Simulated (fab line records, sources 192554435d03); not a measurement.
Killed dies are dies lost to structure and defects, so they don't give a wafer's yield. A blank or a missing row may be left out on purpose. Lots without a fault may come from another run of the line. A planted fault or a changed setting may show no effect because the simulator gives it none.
Tool commonality check | flow n5_finfet | 11 lots, 31 wafers sampled

WHY IT WAS OPENED
At N5_BEOL_M8_INSPECT_58 the reading raw_defect_count is flagged on 2 of 11 lots. Wafers without a fault read 69, standard deviation 24.
Rule: a lot is flagged when every wafer of it that has a number lies more than 4 standard deviations from that mean, or none has a number. The other lots count as sound.

lot  | measured     | on                | raw_defect_count, wafer by wafer | flag
L496 | day 15 09:25 | defect_inspect-01 | 138 131 52                       |
L499 | day 15 16:41 | defect_inspect-01 | 35 62 89                         |
L498 | day 16 15:10 | defect_inspect-02 | 107 83 73                        |
L495 | day 17 00:46 | defect_inspect-01 | 101 73 57                        |
L508 | day 19 10:32 | defect_inspect-02 | 840 878 902                      | FLAGGED
L507 | day 19 12:16 | defect_inspect-02 | 848 790 816                      | FLAGGED
L509 | day 19 19:58 | defect_inspect-02 | 56 27 48                         |
L510 | day 19 21:26 | defect_inspect-01 | 67 57 103                        |
L514 | day 20 20:43 | defect_inspect-02 | 78 105                           |
L516 | day 20 21:32 | defect_inspect-01 | 95 58 64                         |
L515 | day 21 16:49 | defect_inspect-02 | 45 38                            |
The numbers of the flagged lots are 846 on average: +777 against the usual, or +32 standard deviations.

WHICH TOOL RAN EACH LOT
The record holds 2 process steps before the reading, out of a route of 1938 steps. In each cell: the tool, then ch and the chambers that the sampled wafers went through, then the start.
lot  | flag    | N5_BEOL_M8_ALD_77                   | N5_BEOL_M8_DEP_56
L496 |         | ald_metal-02 ch 0,3, day 15 07:50   | pecvd-01 ch 0,1, day 15 09:19
L499 |         | ald_metal-02 ch 0,3, day 15 14:26   | pecvd-04 ch 0,1,2, day 15 16:35
L498 |         | ald_metal-02 ch 1,3, day 16 13:23   | pecvd-04 ch 0,2, day 16 15:04
L495 |         | ald_metal-03 ch 0,1,2, day 16 22:57 | pecvd-04 ch 0,2, day 17 00:40
L508 | FLAGGED | ald_metal-04 ch 0,2, day 19 08:32   | pecvd-02 ch 1,2, day 19 10:25
L507 | FLAGGED | ald_metal-04 ch 0,1,2, day 19 10:36 | pecvd-02 ch 1,2, day 19 12:09
L509 |         | ald_metal-03 ch 1,3, day 19 17:17   | pecvd-04 ch 1,2, day 19 19:52
L510 |         | ald_metal-04 ch 0,1, day 19 19:46   | pecvd-04 ch 0,2, day 19 21:20
L514 |         | ald_metal-02 ch 0,2, day 20 18:14   | pecvd-04 ch 2, day 20 20:37
L516 |         | ald_metal-02 ch 0,1, day 20 19:30   | pecvd-04 ch 0,1,2, day 20 21:28
L515 |         | ald_metal-03 ch 0,3, day 21 13:49   | pecvd-04 ch 0,2, day 21 16:44
What these steps do:
- N5_BEOL_M8_ALD_77: deposits TaN, target thk 2 nm, pulse time 2 s, purge time 3 s.
- N5_BEOL_M8_DEP_56: deposits SiCN from 3MS/NH3, target thk 10 nm, time 17.5 s.
- N5_BEOL_M8_INSPECT_58: inspects for defects (darkfield).

FLAGGED OVER TOTAL, TOOL BY TOOL (the gauges that took the reading come last)
step                  | tool              | lots run | flagged | share of the flagged lots | sound lots run after its first flagged lot
N5_BEOL_M8_ALD_77     | ald_metal-02      | 5        | 0       | none                      | -
N5_BEOL_M8_ALD_77     | ald_metal-03      | 3        | 0       | none                      | -
N5_BEOL_M8_ALD_77     | ald_metal-04      | 3        | 2       | all                       | 1 (L510)
N5_BEOL_M8_DEP_56     | pecvd-01          | 1        | 0       | none                      | -
N5_BEOL_M8_DEP_56     | pecvd-02          | 2        | 2       | all                       | 0
N5_BEOL_M8_DEP_56     | pecvd-04          | 8        | 0       | none                      | -
N5_BEOL_M8_INSPECT_58 | defect_inspect-01 | 5        | 0       | none                      | -
N5_BEOL_M8_INSPECT_58 | defect_inspect-02 | 6        | 2       | all                       | 3 (L509,L514,L515)

WHAT THE TABLE ALLOWS
3 rows of the table ran every flagged lot: ald_metal-04 at N5_BEOL_M8_ALD_77, pecvd-02 at N5_BEOL_M8_DEP_56, defect_inspect-02 at N5_BEOL_M8_INSPECT_58.
- ald_metal-04 at N5_BEOL_M8_ALD_77: 2 of its 3 lots flagged. Sound lots ran on it after the first flagged one (L510), which a lasting fault on the whole tool wouldn't allow.
- pecvd-02 at N5_BEOL_M8_DEP_56: 2 of its 2 lots flagged. It ran no sound lot before its first flagged lot in this sample, so the start can't be narrowed down.
- defect_inspect-02 at N5_BEOL_M8_INSPECT_58: 2 of its 6 lots flagged. Sound lots ran on it after the first flagged one (L509, L514, L515), which a lasting fault on the whole tool wouldn't allow.
One tool is left: pecvd-02 at N5_BEOL_M8_DEP_56.

WHAT THE SIMULATOR HAD PUT IN
Chamber particle source: pecvd-02, from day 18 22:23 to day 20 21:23, at N5_BEOL_M8_DEP_56. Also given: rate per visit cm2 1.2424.
Lots struck among those shown: L508, L507. The rule above found the same.
